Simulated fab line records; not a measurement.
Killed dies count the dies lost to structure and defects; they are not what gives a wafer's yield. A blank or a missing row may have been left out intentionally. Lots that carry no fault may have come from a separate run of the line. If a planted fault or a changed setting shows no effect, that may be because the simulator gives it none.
fab line records    flow nand-harc
[record] lots = 13  wafers = 39  last-day = 33
route steps=1302 shown A_WL_FILL@965 A_CONTACT@1002
lots that met no fault: from a run of the same line without faults
start-h: hours from the record's opening day to when the first of the lot's shown wafers began    wait-h: time in hours since the lot's previous step    " unchanged from the row above    L1.1+2: several wafers, shown together as one row    - no value, or no start given    * or withheld: withheld    < > ~ a bound
route shown NAME@n: names a module that has steps shown in the file, with the first one's number in the route    usual: mean and standard deviation over wafers with no fault    same: alike in all rows    chamber/n: place in a boat    sites: readings site by site    _std_site: how widely they spread, as a standard deviation    _edge_site: outer sites' mean less inner sites'    radius-mm: for every site, how far away it sits from the centre of the wafer    mask NAME#n: copy n    behind: the most recent tool/chamber to have shaped the wafer    hold: why the lot went on hold/how many hours it stayed there/how the hold came to an end    device: transistor that didn't switch, given as n, p or np    end of line: at the end of the route, the tests of the same wafers    a step without rows: its recipe alone    killed: at the first sort, the dies lost to defects and structure; wafer yield is something else    map: shows each die of a wafer: x if killed, . if not, _ if none is there
set.NAME: the run value of the setting; set.NAME@STEP: its run value at that earlier step    model.NAME: the simulator's own value behind a step, which no gauge read
the route's steps for a sample of lots (tables are steps, rows are wafers)
services: when a tool's chamber went out of use (start-h, in hours from the record's first day, below 0 if earlier), for how many hours, and the reason
[[steps]]
[step NHARC_A_WL_FILL_ALD_10]
[recipe] target-thk-a = 500  pulse-time-s = 10  ald-cycles = 500  temp-c = 300  material = SiO2
[usual] heater-power-w = 466/62  precursor-pulse-height-rel = 1.003/0.022
lot.wafer  tool       chamber  start-h  wait-h  heater-power-w  precursor-pulse-height-rel
L252.2     ald-hk-01  0        452.68   0.1     390             0.977
L252.3     "          2        453.70   1.1     500             0.985
L252.1     "          3        "        "       403             1.033
L253.1     ald-hk-02  1        465.61   1.1     483             1.021
L253.3     "          2        "        "       442             0.992
L253.5     "          3        "        "       526             0.998
L254.3     ald-hk-04  1        465.62   1.1     620             1.016
L254.6     "          3        466.65   2.1     463             0.966
L254.5     "          0        "        "       418             0.998
L251.3     ald-hk-01  1        467.75   0.1     387             0.997
L251.4     "          2        "        "       450             0.996
L251.5     "          1        469.83   2.1     378             0.988
L257.3     ald-hk-02  3        499.40   2.0     526             1.028
L257.6     "          0        "        "       478             1.012
L257.5     "          1        "        "       487             1.009
L256.3     ald-hk-02  3        501.94   0.6     523             0.995
L256.1     "          1        503.00   1.7     477             0.988
L256.6     "          3        504.06   2.7     532             1.025
L259.2     ald-hk-04  0        532.20   0.6     406             0.996
L259.3     "          1        "        "       633             1.018
L259.4     "          2        "        "       505             1.008
L258.4     ald-hk-01  3        534.78   3.1     398             1.037
L258.1     "          0        "        "       414             0.991
L258.6     "          1        "        "       375             1.003
L260.1     ald-hk-02  0        543.62   0.6     477             1.029
L260.2     "          1        "        "       473             1.047
L260.6     "          3        545.18   2.1     498             1.032
L262.2     ald-hk-02  1        547.86   0.1     483             1.004
L262.4     "          2        "        "       430             0.999
L262.6     "          2        550.44   2.6     428             0.991
L267.1     ald-hk-01  2        603.75   1.1     461             0.979
L267.2     "          3        "        "       407             0.945
L267.5     "          1        605.27   2.6     386             0.987
L270.2     ald-hk-02  0        624.14   2.1     487             1.007
L270.6     "          2        625.17   3.1     435             0.948
L270.5     "          3        "        "       490             0.983
L271.2     ald-hk-04  0        656.24   0.6     444             0.984
L271.1     "          2        657.27   1.6     478             0.991
L271.6     "          0        658.30   2.6     433             1.001
[step NHARC_A_CONTACT_ETCH_49]
[recipe] target-depth-a = 2600  over-etch-frac = 0.3  time-s = 475.3  ion-energy-ev = 200  n2-flow-sccm = 150  h2-flow-sccm = 150  ar-flow-sccm = 0  rf-w = 400  bias-w = 150  chemistry = N2/H2
[usual] drypump-motor-current-A = 5.8/0.33  oes-product-au = 1.000/0.0062  rf-vpp-V = 430/3.4  run-length-s = 496.7/0.48  showerhead-plenum-p-Torr = 2.04/0.12  throttle-valve-pct = 14.172/0.0083
lot.wafer  tool         chamber  start-h  wait-h  drypump-motor-current-A  oes-product-au  rf-hours-counter-h  rf-vpp-V  run-length-s  showerhead-plenum-p-Torr  throttle-valve-pct
L252.2     rie-diel-07  3        471.72   -       5.5                      1.003           2                   426       495.9         1.90                      14.165
L252.1     "            0        "        "       5.9                      1.000           2                   435       497.1         2.22                      14.166
L252.3     "            2        "        "       6.0                      0.999           1                   429       496.9         2.00                      14.173
L253.3     rie-diel-03  2        483.70   -       5.0                      0.993           11                  435       496.4         2.16                      14.171
L253.1     "            3        "        "       6.1                      0.995           13                  436       496.8         2.21                      14.179
L253.5     "            0        "        "       5.2                      0.998           -                   428       497.6         1.95                      14.160
L254.3     rie-diel-07  1        484.24   -       5.9                      0.994           3                   429       496.3         2.04                      14.160
L254.6     "            1        "        "       5.8                      0.994           -                   431       496.8         2.04                      14.175
L254.5     "            2        "        "       6.0                      1.001           -                   430       497.0         2.00                      14.180
L251.4     rie-diel-07  3        488.50   -       5.6                      1.001           5                   425       496.0         1.90                      14.175
L251.3     "            1        "        "       5.9                      1.000           4                   430       496.6         2.04                      14.164
L251.5     "            2        "        "       6.0                      0.995           -                   430       497.2         2.00                      14.168
L257.3     rie-diel-05  1        515.16   -       5.4                      1.004           40                  431       497.1         2.07                      14.157
L257.6     "            1        "        "       5.4                      0.999           -                   431       497.3         2.07                      14.176
L257.5     "            2        "        "       6.2                      0.999           -                   423       497.1         1.88                      14.159
L256.1     rie-diel-07  0        519.37   -       5.9                      0.996           13                  435       497.6         2.21                      14.179
L256.3     "            1        "        "       5.8                      0.994           11                  431       496.6         2.03                      14.173
L256.6     "            2        "        "       6.0                      1.013           -                   430       497.0         2.00                      14.155
L258.1     rie-diel-07  2        548.89   -       6.0                      1.019           16                  429       496.8         2.00                      14.157
L258.4     "            3        "        "       5.6                      0.999           18                  425       496.4         1.89                      14.173
L258.6     "            1        "        "       5.9                      1.001           -                   430       496.7         2.03                      14.187
L259.3     rie-diel-05  1        549.03   -       5.3                      1.011           51                  430       496.6         2.06                      14.164
L259.4     "            2        "        "       6.1                      0.984           52                  426       497.3         1.87                      14.171
L259.2     "            3        "        "       5.2                      1.017           56                  434       496.3         2.16                      14.167
L260.2     rie-diel-07  3        562.12   -       5.6                      1.009           21                  427       495.9         1.89                      14.167
L260.1     "            0        "        "       5.9                      0.991           21                  435       497.0         2.21                      14.164
L260.6     "            1        "        "       5.9                      0.993           -                   430       497.1         2.03                      14.178
L262.4     rie-diel-07  0        566.31   -       5.9                      0.999           22                  435       497.5         2.21                      14.166
L262.2     "            2        "        "       6.0                      0.998           20                  430       497.1         1.99                      14.173
L262.6     "            0        "        "       5.9                      0.999           -                   436       497.7         2.21                      14.168
L267.2     rie-diel-07  3        620.03   -       5.5                      1.008           33                  424       495.9         1.89                      14.165
L267.1     "            0        "        "       5.9                      0.996           32                  436       365.4         2.21                      14.182
L267.5     "            1        "        "       5.9                      1.001           -                   429       496.5         2.03                      14.169
L270.2     rie-diel-05  2        640.41   -       6.2                      0.996           24                  433       497.3         2.21                      14.179
L270.6     "            1        "        "       5.4                      1.001           -                   430       496.6         2.05                      14.168
L270.5     "            2        "        "       6.2                      1.007           -                   435       497.4         2.21                      14.158
L271.1     rie-diel-03  1        673.72   -       5.9                      0.998           19                  427       496.4         1.91                      14.163
L271.2     "            2        "        "       5.0                      1.004           22                  432       496.3         2.14                      14.167
L271.6     "            1        "        "       5.9                      0.997           -                   427       496.5         1.91                      14.186
[step NHARC_A_CONTACT_ETCH_112]
[recipe] source-w = withheld  pressure-mtorr = 20  bias-v = 3000  time-s = 190  target-depth-a = 18500  ar-flow-sccm = withheld  c4f8-flow-sccm = withheld  o2-flow-sccm = withheld  chemistry = C4F8/O2/Ar
[usual] run-length-s = 190/0
lot.wafer  tool             chamber  start-h  wait-h  rf-hours-counter-h  run-length-s
L252.1     har-cap-etch-02  0        473.58   0.2     80                  190
L252.2     "                1        "        "       80                  190
L252.3     "                1        "        "       -                   190
L253.1     har-cap-etch-02  1        485.46   0.2     84                  190
L253.3     "                1        "        "       -                   190
L253.5     "                1        "        "       -                   190
L254.3     har-cap-etch-03  0        488.21   0.2     -                   190
L254.6     "                0        "        "       -                   190
L254.5     "                1        "        "       -                   190
L251.4     har-cap-etch-02  1        490.37   0.2     -                   190
L251.3     "                0        "        "       -                   190
L251.5     "                0        "        "       -                   190
L257.3     har-cap-etch-01  0        517.15   0.2     -                   190
L257.5     "                1        "        "       -                   190
L257.6     "                0        "        "       -                   190
L256.1     har-cap-etch-02  0        521.24   0.2     93                  190
L256.3     "                0        "        "       -                   190
L256.6     "                1        "        "       -                   190
L258.1     har-cap-etch-03  0        550.71   0.2     55                  190
L258.4     "                1        "        "       -                   190
L258.6     "                0        "        "       -                   190
L259.2     har-cap-etch-01  0        550.99   0.2     11                  190
L259.4     "                1        "        "       -                   190
L259.3     "                0        "        "       -                   190
L260.1     har-cap-etch-01  0        563.90   0.2     14                  190
L260.2     "                1        "        "       14                  190
L260.6     "                0        "        "       -                   190
L262.2     har-cap-etch-03  1        568.15   0.2     59                  190
L262.4     "                0        "        "       -                   190
L262.6     "                1        "        "       -                   190
L267.1     har-cap-etch-02  1        621.83   0.2     111                 190
L267.2     "                0        "        "       111                 190
L267.5     "                0        "        "       -                   190
L270.2     har-cap-etch-03  1        642.27   0.2     74                  190
L270.5     "                0        "        "       -                   190
L270.6     "                1        "        "       -                   190
L271.2     har-cap-etch-02  1        675.86   0.2     121                 190
L271.1     "                0        "        "       121                 190
L271.6     "                0        "        "       -                   190
[step NHARC_A_CONTACT_ETCH_119]
[recipe] source-w = withheld  pressure-mtorr = 20  bias-v = 3000  time-s = 190  target-depth-a = 18500  ar-flow-sccm = withheld  c4f8-flow-sccm = withheld  o2-flow-sccm = withheld  chemistry = C4F8/O2/Ar
[usual] run-length-s = 190/0
lot.wafer  tool             chamber  start-h  wait-h  rf-hours-counter-h  run-length-s
L252.1     har-cap-etch-02  0        474.78   0.1     81                  190
L252.2     "                1        "        "       81                  190
L252.3     "                1        "        "       -                   190
L253.1     har-cap-etch-02  1        486.67   0.1     85                  190
L253.3     "                1        "        "       -                   190
L253.5     "                1        "        "       -                   190
L254.3     har-cap-etch-03  0        489.55   0.1     -                   190
L254.6     "                0        "        "       -                   190
L254.5     "                1        "        "       -                   190
L251.4     har-cap-etch-02  1        491.56   0.1     -                   190
L251.3     "                0        "        "       -                   190
L251.5     "                0        "        "       -                   190
L257.3     har-cap-etch-01  0        518.66   0.2     -                   190
L257.5     "                1        "        "       -                   190
L257.6     "                0        "        "       -                   190
L256.1     har-cap-etch-02  0        522.49   0.1     94                  190
L256.3     "                0        "        "       -                   190
L256.6     "                1        "        "       -                   190
L258.1     har-cap-etch-03  0        551.90   0.1     56                  190
L258.4     "                1        "        "       -                   190
L258.6     "                0        "        "       -                   190
L259.2     har-cap-etch-01  0        552.59   0.2     12                  190
L259.4     "                1        "        "       -                   190
L259.3     "                0        "        "       -                   190
L260.1     har-cap-etch-01  0        565.10   0.1     15                  190
L260.2     "                1        "        "       15                  190
L260.6     "                0        "        "       -                   190
L262.2     har-cap-etch-03  1        569.35   0.1     60                  190
L262.4     "                0        "        "       -                   190
L262.6     "                1        "        "       -                   190
L267.1     har-cap-etch-02  1        623.13   0.2     112                 190
L267.2     "                0        "        "       112                 190
L267.5     "                0        "        "       -                   190
L270.2     har-cap-etch-03  1        643.46   0.1     75                  190
L270.5     "                0        "        "       -                   190
L270.6     "                1        "        "       -                   190
L271.2     har-cap-etch-02  1        677.06   0.1     122                 190
L271.1     "                0        "        "       122                 190
L271.6     "                0        "        "       -                   190
[[services]]
tool             chamber  start-h  hours  kind
rie-diel-03      -        434.37   9.0    pm
rie-diel-07      -        447.44   9.0    pm
rie-diel-07      0        447.44   9.0    vent-cycle
rie-diel-07      1        447.44   9.0    vent-cycle
rie-diel-07      2        447.44   9.0    vent-cycle
rie-diel-07      3        447.44   9.0    vent-cycle
rie-diel-05      2        447.62   9.7    repair
rie-diel-07      0        456.44   -      clean
rie-diel-07      0        456.44   -      consumable-replace:showerhead
rie-diel-07      1        456.44   -      clean
rie-diel-07      2        456.44   -      clean
ald-hk-01        -        456.94   10.0   pm
har-cap-etch-01  -        473.00   17.0   pm
ald-hk-02        -        497.40   0.4    repair
ald-hk-02        -        506.48   0.9    repair
rie-diel-05      3        534.63   5.9    repair
rie-diel-05      -        559.63   9.0    pm
ald-hk-04        -        593.76   10.0   pm
rie-diel-03      3        607.91   3.9    repair
rie-diel-03      -        611.37   9.0    pm
rie-diel-07      -        624.44   9.0    pm
ald-hk-01        -        634.94   10.0   pm
rie-diel-05      3        649.29   4.2    repair
rie-diel-03      3        669.68   11.9   repair
[[key]]
[first-sign] step = NHARC_A_CONTACT_ETCH_49  reading = run-length-s  direction = down  sigmas = 99+  usual = *  struck = *
effect none on later readings
met-at NHARC_A_CONTACT_ETCH_49
struck-lots L267
struck-wafers L267.1
later-rows-left-out L267.1
sort-left-out L267.1
tester-left-out L267
not-acting-at NHARC_A_WL_FILL_ALD_10,NHARC_A_CONTACT_ETCH_112,NHARC_A_CONTACT_ETCH_119
onset-between 566.31 620.03
[fault] kind = process-parameter-drift  tool = rie-diel-07  chamber = 0  onset-h = 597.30  steps = NHARC_A_CONTACT_ETCH_49  channel = time-s  offset = *  shape = step  acts-in = *  stated = *
// tester-left-out: of these lots the tester's yield and bins aren't shown, on N5 and GAA mostly nor the transistor test; their killed dies are dies lost to structure and defects alone, not to doping, threshold or leakage, so they don't give the yield
// sort-left-out: the simulated sort isn't trusted on such a fault, so these wafers' sort isn't shown, and their yield isn't known
// later-rows-left-out: the simulator's readings of these wafers behind a module that went badly wrong aren't trusted and aren't shown, but for the sort
